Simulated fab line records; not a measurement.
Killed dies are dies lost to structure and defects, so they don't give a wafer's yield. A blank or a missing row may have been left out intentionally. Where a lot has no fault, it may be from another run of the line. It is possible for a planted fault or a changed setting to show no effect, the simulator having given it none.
2 desks looking at one fault + flow nand_harc + every desk sees just its own numbers, and what lay behind them comes last

## THE DEFECT DESK
Counts from the inspections along the route, per lot, as means over the sampled wafers that have a number. If a lot's mean is further than 4 standard deviations from the usual mean, the lot is out of limits and carries the mark OUT (the distance appears in the brackets).
Columns: A = raw_defect_count at NHARC_A_WL_FILL_INSPECT_15, usual 475
| lot  | first seen here | A   |
|------|-----------------|-----|
| L116 | day 21 21:35    | 402 |
| L118 | day 22 14:43    | 441 |
| L124 | day 25 20:43    | 628 |
| L131 | day 29 07:16    | 376 |
| L132 | day 29 10:23    | 522 |
| L133 | day 29 10:25    | 478 |
This desk's finding: nothing out of limits on any of the 6 lots.

## AT THE TOOL OWNER'S DESK: pecvd-03
The tool's own readings at NHARC_A_CONTACT_DEP_24 (deposits SiO2, target thk 500 nm): means of the sampled wafers that have a number, for each lot that ran on this tool. If a lot's mean is further than 4 standard deviations from the usual mean, the lot is out of limits and carries the mark OUT (the distance appears in the brackets).
Columns: A = heater_power_w at NHARC_A_CONTACT_DEP_24, usual 574 W; B = rf_fwd_power_W at NHARC_A_CONTACT_DEP_24, usual 898.6 W; C = throttle_valve_pct at NHARC_A_CONTACT_DEP_24, usual 15.9 %
| lot  | first seen here | A   | B     | C    |
|------|-----------------|-----|-------|------|
| L118 | day 22 14:54    | 523 | 896.8 | 15.8 |
| L131 | day 29 07:28    | 566 | 898.8 | 14.8 |
| L132 | day 29 10:38    | 498 | 901.2 | 14.9 |
This desk's finding: nothing out of limits on any of the 3 lots.

## ALL TOGETHER
Nothing the defect desk looked at was out of limits.
Nothing out of limits was seen by the tool owner's desk.

## WHAT HAD BEEN PUT IN BY THE SIMULATOR
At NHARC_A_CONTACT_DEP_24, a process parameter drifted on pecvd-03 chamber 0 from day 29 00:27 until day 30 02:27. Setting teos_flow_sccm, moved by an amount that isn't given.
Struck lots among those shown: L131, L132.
